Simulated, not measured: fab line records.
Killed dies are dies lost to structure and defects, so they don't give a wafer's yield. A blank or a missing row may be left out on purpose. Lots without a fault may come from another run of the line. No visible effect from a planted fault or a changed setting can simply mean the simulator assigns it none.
fab line records ; flow n5-finfet
record: lots: 9; wafers: 26; last-day: 17
route steps=1938 shown BEOL_M7@1279 PASSIVATION@1936
lots that met no fault: from a run of the same line without faults
start-h: the number of hours between the record's first day and the start of the first shown wafer of the lot ; wait-h: hours elapsed since this lot's preceding step ; " the same as in the row above ; L1.1+2: one row covering several wafers at once ; - value missing, or start not given ; * or withheld: withheld ; < > ~ a bound
route shown NAME@n: a module of which the file shows steps, and the number in the route of the first ; usual: average and standard deviation across the fault-free wafers ; same: alike in all rows ; chamber/n: place in a boat ; sites: per-site readings ; _std_site: how widely they spread, as a standard deviation ; _edge_site: inner sites' mean taken away from outer sites' mean ; radius-mm: for every site, how far away it sits from the centre of the wafer ; mask NAME#n: copy n ; behind: the most recent tool/chamber to have shaped the wafer ; hold: reason for holding the lot/hours on hold/outcome of the hold ; device: the transistor (n, p or np) that didn't switch ; end of line: the route-end tests of the same wafers ; where a step has no rows: the recipe by itself ; killed: not the wafer's yield, but the dies lost to structure and defects at the first sort ; map: the dies of a wafer, with x for killed, . for not killed, _ for no die there
set.NAME: the setting the step ran with; set.NAME@STEP: the setting that earlier step ran with ; model.NAME: the simulator's own value behind a step, which no gauge read
one table for each step of the route and one row for each wafer, over a sample of lots
services: from which hour (start-h, from the record's first day; less than 0 if before it) a tool's chamber was out of use, for how many hours, and why
== steps ==
step: N5_BEOL_M7_DESCUM_16
recipe: chemistry: O2; time-s: 7.9; source-power-w: 50; bias-power-w: 20; pressure-mtorr: 20; rf-frequency-hz: 2.712e+07; temp-c: 40; resist: CAR-ArF; o2-flow-sccm: 225
usual: drypump-motor-current-A: 5.8/0.45; oes-product-au: 0.82/0.086; rf-vpp-V: 243.3/1.3; showerhead-plenum-p-Torr: 2.10/0.069; throttle-valve-pct: 20.40/0.27
lot.wafer;tool;chamber;start-h;wait-h;drypump-motor-current-A;oes-product-au;rf-hours-counter-h;rf-vpp-V;showerhead-plenum-p-Torr;throttle-valve-pct
L719.1;rie-diel-03;2;195.63;0.0;6.6;0.94;16;243.8;2.15;20.23
L719.2;rie-diel-03;1;195.63;0.0;5.7;0.75;180;241.7;1.99;20.66
L719.5;rie-diel-03;2;195.63;0.0;6.6;0.95;-;243.7;2.15;20.24
L718.2;rie-diel-06;1;196.51;0.0;5.5;0.94;15;241.7;2.05;20.19
L718.4;rie-diel-06;3;196.51;0.0;5.4;0.90;41;245.4;2.23;20.25
L718.5;rie-diel-06;1;196.51;0.0;5.5;0.95;-;242.3;2.05;20.20
L724.3;rie-diel-06;3;232.32;0.0;5.4;0.88;51;244.1;2.23;20.28
L724.4;rie-diel-06;0;232.32;0.0;6.1;0.82;95;244.6;2.13;20.73
L724.6;rie-diel-06;3;232.32;0.0;5.4;0.88;-;245.1;2.23;20.27
L726.1;rie-diel-06;3;239.77;0.2;5.4;0.87;53;245.3;2.23;20.27
L726.2;rie-diel-06;0;239.77;0.2;6.1;0.83;97;242.8;2.13;20.74
L726.3;rie-diel-06;2;239.77;0.2;5.4;0.74;179;243.0;2.08;20.71
L731.1;rie-diel-03;2;279.49;0.0;6.6;0.88;43;244.4;2.14;20.26
L731.2;rie-diel-03;1;279.49;0.0;5.7;0.71;206;242.9;1.98;20.70
L731.4;rie-diel-03;2;279.49;0.0;6.6;0.89;-;243.0;2.14;20.26
L737.2;rie-diel-02;3;315.26;0.0;5.2;0.79;95;241.6;2.02;20.24
L737.3;rie-diel-02;1;315.26;0.0;6.6;0.76;133;243.9;2.11;20.28
L738.1;rie-diel-03;3;317.70;0.0;5.7;0.97;2;243.0;2.15;20.34
L738.5;rie-diel-03;0;317.70;0.0;6.2;0.90;-;242.8;2.04;19.94
L738.6;rie-diel-03;1;317.70;0.0;5.7;0.72;-;241.2;1.98;20.70
L739.1;rie-diel-02;2;328.86;0.1;6.1;0.88;42;241.7;2.04;20.38
L739.2;rie-diel-02;0;328.86;0.1;6.2;0.97;1;243.7;2.15;19.87
L739.5;rie-diel-02;0;328.86;0.1;6.3;0.97;-;245.8;2.15;19.85
L741.3;rie-diel-06;0;334.45;0.0;6.1;0.79;124;244.5;2.12;20.80
L741.5;rie-diel-06;3;334.45;0.0;5.4;0.84;-;244.6;2.22;20.31
L741.6;rie-diel-06;0;334.45;0.0;6.0;0.79;-;241.5;2.12;20.78
step: N5_BEOL_M7_DESCUM_33
recipe: chemistry: O2; time-s: 7; source-power-w: 50; bias-power-w: 20; pressure-mtorr: 20; rf-frequency-hz: 2.712e+07; temp-c: 40; resist: CAR-EUV; o2-flow-sccm: 225
usual: drypump-motor-current-A: 5.9/0.46; oes-product-au: 0.82/0.086; rf-vpp-V: 243.1/1.2; showerhead-plenum-p-Torr: 2.10/0.067; throttle-valve-pct: 20.40/0.26
lot.wafer;tool;chamber;start-h;wait-h;drypump-motor-current-A;oes-product-au;rf-hours-counter-h;rf-vpp-V;showerhead-plenum-p-Torr;throttle-valve-pct
L719.1;rie-diel-02;2;196.68;0.0;6.1;0.99;1;243.8;2.05;20.33
L719.2;rie-diel-02;0;196.68;0.0;6.3;0.69;218;243.1;2.16;20.23
L719.5;rie-diel-02;1;196.68;0.0;6.7;0.79;-;243.4;2.12;20.23
L718.2;rie-diel-06;3;197.58;0.0;5.4;0.89;41;246.6;2.23;20.25
L718.4;rie-diel-06;0;197.58;0.0;6.0;0.84;85;242.6;2.14;20.73
L718.5;rie-diel-06;2;197.58;0.0;5.4;0.75;-;243.1;2.09;20.73
L724.3;rie-diel-06;0;234.09;0.0;6.1;0.83;95;243.5;2.13;20.73
L724.4;rie-diel-06;2;234.09;0.0;5.4;0.75;177;242.4;2.08;20.74
L724.6;rie-diel-06;1;234.09;0.0;5.5;0.93;-;241.6;2.05;20.19
L726.1;rie-diel-03;3;241.10;0.4;5.7;0.68;235;244.5;2.16;20.68
L726.2;rie-diel-03;2;241.10;0.4;6.6;0.92;29;244.1;2.15;20.23
L726.3;rie-diel-03;1;241.10;0.4;5.7;0.74;194;241.4;1.98;20.69
L731.1;rie-diel-02;0;281.40;0.1;6.3;0.68;242;244.5;2.15;20.26
L731.2;rie-diel-02;2;281.40;0.1;6.1;0.91;26;242.7;2.05;20.36
L731.4;rie-diel-02;1;281.40;0.1;6.6;0.77;121;242.9;2.11;20.26
L737.2;rie-diel-02;1;321.32;0.0;6.6;0.76;135;243.3;2.11;20.28
L737.3;rie-diel-02;3;321.32;0.0;5.3;0.79;97;240.4;2.02;20.25
L738.1;rie-diel-06;1;321.59;0.3;5.5;0.88;47;243.4;2.04;20.24
L738.5;rie-diel-06;0;321.59;0.3;6.1;0.78;-;243.8;2.12;20.77
L738.6;rie-diel-06;3;321.59;0.3;5.4;0.85;-;245.4;2.22;20.32
L739.1;rie-diel-02;1;331.06;0.0;6.6;0.77;137;243.4;2.11;20.27
L739.2;rie-diel-02;0;331.06;0.0;6.3;0.97;1;243.4;2.15;19.86
L739.5;rie-diel-02;3;331.06;0.0;5.2;0.80;-;243.3;2.02;20.25
L741.3;rie-diel-06;3;337.14;0.1;5.4;0.83;84;244.5;2.22;20.32
L741.5;rie-diel-06;3;337.14;0.1;5.4;0.84;-;244.7;2.22;20.32
L741.6;rie-diel-06;0;337.14;0.1;6.0;0.79;-;241.8;2.12;20.77
step: N5_BEOL_M7_STRIP_80
recipe: chemistry: N2/H2; time-s: 10; power-w: 450; temp-c: 40; pressure-mtorr: 20; rf-frequency-hz: 6e+07; bias-power-w: 7; n2-flow-sccm: 200; h2-flow-sccm: 200
usual: bias-power-w: 6.999/0.02; chamber-pressure-mTorr: 20.000/0.017; drypump-motor-current-A: 5.9/0.46; h2-flow-sccm: 200.0/0.64; oes-product-au: 0.82/0.086; rf-vpp-V: 59.1/0.81; showerhead-plenum-p-Torr: 2.54/0.071; throttle-valve-pct: 23.5/0.42
lot.wafer;tool;chamber;start-h;wait-h;bias-power-w;chamber-pressure-mTorr;drypump-motor-current-A;h2-flow-sccm;oes-product-au;rf-hours-counter-h;rf-vpp-V;showerhead-plenum-p-Torr;throttle-valve-pct
L719.1;rie-diel-02;2;-;-;7.017;19.985;6.1;200.3;1.00;1;59.9;2.53;24.2
L719.2;rie-diel-02;0;-;-;7.022;19.990;6.3;198.9;0.70;218;59.7;2.59;23.1
L719.5;rie-diel-02;1;-;-;6.980;20.014;6.6;200.3;0.79;-;60.0;2.56;23.3
L718.2;rie-diel-06;3;-;-;6.995;19.989;5.4;199.9;0.89;41;59.9;2.68;23.1
L718.4;rie-diel-06;0;-;-;6.980;20.023;6.1;199.8;0.83;85;59.1;2.58;23.8
L718.5;rie-diel-06;2;-;-;6.986;19.988;5.4;200.9;0.74;-;60.6;2.55;24.1
L724.3;rie-diel-06;0;-;-;6.993;19.985;6.1;200.5;0.82;95;60.4;2.58;23.7
L724.4;rie-diel-06;2;-;-;6.972;20.013;5.4;200.3;0.74;177;58.0;2.54;24.1
L724.6;rie-diel-06;1;-;-;6.989;19.985;5.5;199.6;0.93;-;58.7;2.50;23.6
L726.1;rie-diel-03;3;-;-;6.996;19.997;5.7;200.0;0.68;235;57.9;2.61;23.8
L726.2;rie-diel-03;2;-;-;6.989;20.040;6.6;200.7;0.91;30;59.6;2.56;22.8
L726.3;rie-diel-03;1;-;-;6.980;20.013;5.7;200.1;0.73;194;57.7;2.38;23.4
L731.1;rie-diel-02;0;-;-;7.014;20.015;6.3;200.6;0.67;242;58.3;2.58;23.1
L731.2;rie-diel-02;2;-;-;6.999;19.999;6.1;200.4;0.92;26;58.2;2.52;24.2
L731.4;rie-diel-02;1;-;-;6.963;19.972;6.6;200.5;0.77;121;57.8;2.55;23.3
L737.2;rie-diel-02;1;-;-;6.987;19.980;6.6;200.7;0.75;135;58.4;2.54;23.3
L737.3;rie-diel-02;3;-;-;7.009;20.006;5.3;200.5;0.79;97;59.8;2.45;23.3
L738.1;rie-diel-06;1;-;-;6.999;19.988;5.5;199.1;0.87;48;58.5;2.49;23.7
L738.5;rie-diel-06;0;-;-;6.987;19.975;6.0;198.8;0.79;-;60.5;2.56;23.8
L738.6;rie-diel-06;3;-;-;6.985;20.030;5.4;200.2;0.85;-;60.2;2.67;23.1
L739.1;rie-diel-02;1;-;-;6.994;20.005;6.6;199.6;0.76;137;59.4;2.54;23.4
L739.2;rie-diel-02;0;-;-;7.002;20.004;6.3;200.5;0.97;1;58.4;2.58;22.7
L739.5;rie-diel-02;3;-;-;6.990;20.010;5.3;199.3;0.79;-;59.2;2.45;23.3
L741.3;rie-diel-06;3;-;-;7.030;20.028;5.4;200.8;0.83;84;59.1;2.66;23.2
L741.5;rie-diel-06;3;-;-;7.055;19.995;5.4;200.1;0.83;-;58.5;2.66;23.1
L741.6;rie-diel-06;0;-;-;7.010;20.035;6.1;199.9;0.79;-;57.8;2.56;23.8
step: N5_BEOL_M7_HM_STRIP_39
recipe: chemistry: peroxide-tin-strip; material: TiN; target-depth-a: 250; temp-c: 50; time-s: 158
usual: bath-guard-temp-C: 49.8/0.44; bath-heat-duty-pct: 7.0/0.76
lot.wafer;tool;chamber;start-h;wait-h;bath-guard-temp-C;bath-heat-duty-pct
L719.1;wet-bench-06;0;197.14;0.0;50.3;7.7
L719.2;wet-bench-06;3;197.14;0.0;49.5;8.6
L719.5;wet-bench-06;5;197.14;0.0;49.5;7.4
L718.2;wet-bench-06;0;198.05;0.0;50.3;7.0
L718.4;wet-bench-06;1;198.05;0.0;49.5;7.0
L718.5;wet-bench-06;4;198.05;0.0;50.0;6.4
L724.3;wet-bench-01;0;234.55;0.0;-;-
L724.4;wet-bench-01;4;234.55;0.0;-;-
L724.6;wet-bench-01;6;234.55;0.0;-;-
L726.1;wet-bench-05;2;241.56;0.0;-;-
L726.2;wet-bench-05;3;241.56;0.0;-;-
L726.3;wet-bench-05;7;241.56;0.0;-;-
L731.1;wet-bench-05;3;281.86;0.0;50.3;6.5
L731.2;wet-bench-05;1;281.86;0.0;49.3;7.1
L731.4;wet-bench-05;2;281.86;0.0;49.4;6.2
L737.2;wet-bench-01;7;321.78;0.0;50.7;6.1
L737.3;wet-bench-01;1;321.78;0.0;49.8;6.6
L738.1;wet-bench-05;6;322.05;0.0;50.5;6.7
L738.5;wet-bench-05;0;322.05;0.0;49.9;5.4
L738.6;wet-bench-05;7;322.05;0.0;49.5;6.6
L739.1;wet-bench-01;1;331.53;0.0;49.7;6.4
L739.2;wet-bench-01;0;331.53;0.0;50.1;7.9
L739.5;wet-bench-01;4;331.53;0.0;50.4;6.9
L741.3;wet-bench-01;5;337.60;0.0;50.1;8.3
L741.5;wet-bench-01;0;337.60;0.0;50.0;7.4
L741.6;wet-bench-01;2;337.60;0.0;49.9;7.5
step: N5_BEOL_M7_CMP_52
recipe: stop-on: SiCOH_lowk; t-overpolish-s: 6.9; down-force-psi: 1; platen-rpm: 50; clearing-platen-down-force-psi: 1.5; clearing-platen-rpm: 50; post-cmp-clean: cu-alkaline; target-thk-nm: 80; clearing-platen-pad-velocity-m-s: 0.99484; pad-velocity-m-s: 0.99484
usual: barrier-field-endpoint-s: 29.0/1; clearing-platen-rpm: 50.003/0.028; motor-current-A: 6.3/0.6; pad-life-wafers: 1071/560
lot.wafer;tool;chamber;start-h;wait-h;barrier-field-endpoint-s;clearing-platen-rpm;motor-current-A;pad-life-wafers
L719.1;cmp-01;3;203.64;0.5;30.3;50.011;6.5;1134
L719.2;cmp-01;0;203.64;0.5;29.1;49.976;6.8;1135
L719.5;cmp-01;0;203.64;0.5;30.0;50.011;6.6;-
L718.4;cmp-03;2;204.21;0.2;29.9;50.042;6.6;55
L718.2;cmp-03;3;204.21;0.2;27.4;49.980;6.5;56
L718.5;cmp-03;2;204.21;0.2;29.9;50.001;6.2;-
L724.3;cmp-04;2;236.59;0.3;35.3;50.007;6.2;926
L724.4;cmp-04;3;236.59;0.3;36.1;49.976;6.8;927
L724.6;cmp-04;0;236.59;0.3;35.8;50.020;5.2;-
L726.2;cmp-04;3;244.96;0.2;36.4;50.026;6.9;1062
L726.1;cmp-04;0;244.96;0.2;34.6;50.041;5.4;1063
L726.3;cmp-04;1;244.96;0.2;35.2;49.952;5.0;1064
L731.2;cmp-03;2;284.32;0.2;29.2;50.032;6.6;384
L731.1;cmp-03;0;284.32;0.2;30.8;50.010;6.9;386
L731.4;cmp-03;1;284.32;0.2;28.9;49.989;5.7;387
L737.3;cmp-03;0;324.03;0.2;30.9;49.965;7.3;726
L737.2;cmp-03;1;324.03;0.2;28.5;49.974;5.7;727
L738.1;cmp-04;2;324.42;0.4;28.5;50.028;6.2;1743
L738.5;cmp-04;3;324.42;0.4;29.7;50.015;6.9;-
L738.6;cmp-04;0;324.42;0.4;28.8;49.951;5.7;-
L739.2;cmp-04;0;334.43;0.2;26.9;49.963;5.2;1824
L739.1;cmp-04;3;334.43;0.2;28.5;50.018;6.2;1827
L739.5;cmp-04;0;334.43;0.2;27.9;49.998;5.7;-
L741.3;cmp-01;1;339.66;0.2;28.3;50.006;5.5;162
L741.5;cmp-01;1;339.66;0.2;28.1;50.041;5.6;-
L741.6;cmp-01;2;339.66;0.2;28.0;50.017;6.3;-
step: N5_PASSIVATION_PROBE_49
usual: defect-limited-yield: 91.1/1.6; killed_at_M0_to_M3: 35/11; killed_at_M4_up: 13/5.4; killed-at-contacts: 13/6.5; killed-at-front-end: 40/14; killed-at-other: 4/3.1; killed-dies: 105/18; killed-open: 69/14; killed-short: 34/7.3; sort_bin_5_function: 5.2/0.96; sort_bin_6_memory: 3.4/0.77; sort_bin_8_speed: 0.02/0.13; sort-n-pass: 1075/19
same: gross-dies: 1180; killed-at-back-side: 0; sort_bin_4_leakage[%]: 0
lot.wafer;tool;chamber;start-h;wait-h;defect-limited-yield[%];killed_at_M0_to_M3;killed_at_M4_up;killed-at-contacts;killed-at-front-end;killed-at-other;killed-dies;killed-open;killed-short;sort_bin_5_function[%];sort_bin_6_memory[%];sort_bin_8_speed[%];sort-n-pass
L726.2;prober-02;-;313.56;0.1;91.0;39;5;6;51;5;106;67;36;5.0;3.6;0;1074
L726.3;prober-02;-;313.61;0.1;89.9;40;4;17;46;12;119;74;45;6.1;3.6;0;1061
L724.4;prober-02;-;314.10;0.2;90.7;42;13;14;35;6;110;72;30;5.1;3.3;0;1070
killed by level:class
L726.2 BEOL_M0_SAQP:geometric-particle:open=14 STI_FIN_REVEAL:geometric-particle:open=12 FIN_SAQP:geometric-particle:open=10 BEOL_M0_SAQP:geometric-particle:short=10 FIN_SAQP:geometric-particle:short=8 GATE_CUT:geometric-particle:short=8 BEOL_M3:geometric-particle:open=7 MOL_CONTACT_COAG:geometric-particle:open=5
L726.3 MOL_CONTACT_COAG:geometric-particle:open=11 BEOL_M1:geometric-particle:open=10 GATE_CUT:geometric-particle:short=9 BEOL_M2:geometric-particle:open=8 FIN_SAQP:geometric-particle:open=6 STI_FIN_REVEAL:geometric-particle:open=6 GATE_CUT:geometric-particle:open=6 MOL_CONTACT_COAG:geometric-particle:short=6
L724.4 BEOL_M2:geometric-particle:open=16 MOL_CONTACT_COAG:geometric-particle:open=10 STI_FIN_REVEAL:geometric-particle:open=7 BEOL_M0_SAQP:geometric-particle:open=7 HKMG_FIN:area-etch=7 BEOL_M0_SAQP:geometric-particle:short=5 MOL_CONTACT_COAG:geometric-particle:short=4 BEOL_M2:geometric-particle:short=4
== services ==
tool;chamber;start-h;hours;kind
rie-diel-02;2;172.46;-;clean
rie-diel-02;2;172.46;-;consumable-replace:focus-ring
rie-diel-02;2;172.46;20.7;scheduled-down
rie-diel-02;2;172.46;20.7;vent-cycle
cmp-04;-;177.98;8.8;pm
cmp-01;-;180.63;0.8;repair
cmp-01;-;190.22;0.7;repair
cmp-03;-;192.32;4.0;pm
cmp-03;-;216.22;32.0;repair
cmp-01;-;232.64;7.4;pm
wet-bench-05;-;242.48;1.8;repair
cmp-03;-;248.23;5.1;pm
cmp-04;-;251.09;0.8;repair
cmp-01;-;252.04;3.5;pm
rie-diel-06;1;268.83;5.7;repair
cmp-03;-;278.24;1.5;repair
rie-diel-03;0;288.35;3.7;repair
rie-diel-02;0;307.50;-;clean
rie-diel-02;0;307.50;-;consumable-replace:focus-ring
rie-diel-02;0;307.50;16.1;scheduled-down
cmp-01;-;312.84;4.0;pm
cmp-03;-;318.26;3.4;pm
cmp-01;-;331.15;0.4;repair
cmp-01;-;335.30;2.6;repair
== key ==
first-sign: step: N5_BEOL_M7_HM_STRIP_39; reading: tool-record; direction: missing
effect: step: N5_BEOL_M7_CMP_52; reading: barrier-field-endpoint-s; direction: up; sigmas: 6.6; usual: 29.0; struck: 35.6
met-at N5_BEOL_M7_HM_STRIP_39
struck-lots L724,L726
not-acting-at N5_BEOL_M7_DESCUM_16,N5_BEOL_M7_DESCUM_33,N5_BEOL_M7_STRIP_80
fault: kind: skipped-step-whole; tool: wet-bench-01,wet-bench-05; chamber: -; onset-h: 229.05; steps: N5_BEOL_M7_HM_STRIP_39; scope: struck-lots-only
